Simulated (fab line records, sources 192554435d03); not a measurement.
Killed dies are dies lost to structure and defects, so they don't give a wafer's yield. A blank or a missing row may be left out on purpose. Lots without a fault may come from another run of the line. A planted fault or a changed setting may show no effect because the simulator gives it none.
Chamber matching | flow n5_finfet | N5_BEOL_M3_PRE_CLEAN_60 on cvd_co-02: 3 sister chambers
The step time 15 s. 6 wafers are shown with their chamber, then 8 later ones without.

WAFERS WITH THEIR CHAMBER
wafer  | chamber | heater_power_w (W)
L080.6 | 0       | 114
L082.6 | 1       | 68
L087.1 | 1       | 68
L087.2 | 2       | 67
L087.3 | 0       | 115
L089.1 | 2       | 67

WAFERS WITHOUT THEIR CHAMBER
wafer  | heater_power_w (W)
L089.3 | 68
L089.6 | 66
L097.2 | 117
L097.3 | 69
L097.6 | 67
L096.3 | 70
L096.4 | 66
L096.6 | 113

WHICH CHAMBER EACH WENT THROUGH
wafer  | from the rows above | in truth
L089.3 | 1                   | 1
L089.6 | 2                   | 2
L097.2 | 0                   | 0
L097.3 | 1                   | 1
L097.6 | 2                   | 2
L096.3 | 1                   | 1
L096.4 | 2                   | 2
L096.6 | 0                   | 0
Placed correctly: 8 of 8. Can't be placed from these rows: 0. Placed wrongly: 0.
How it was worked out, from the rows above alone: a wafer's distance from a chamber is the root of the sum, over the readings, of the square of ((its reading less the chamber's mean) divided by the reading's scatter). The wafer belongs to the nearest chamber; if the next one is less than 2 further off, it can't be placed. A chamber's mean is the mean of its shown wafers. The scatter: the root of (the sum of the squares of (reading less its chamber's mean) over the shown wafers, divided by (wafers less chambers)).
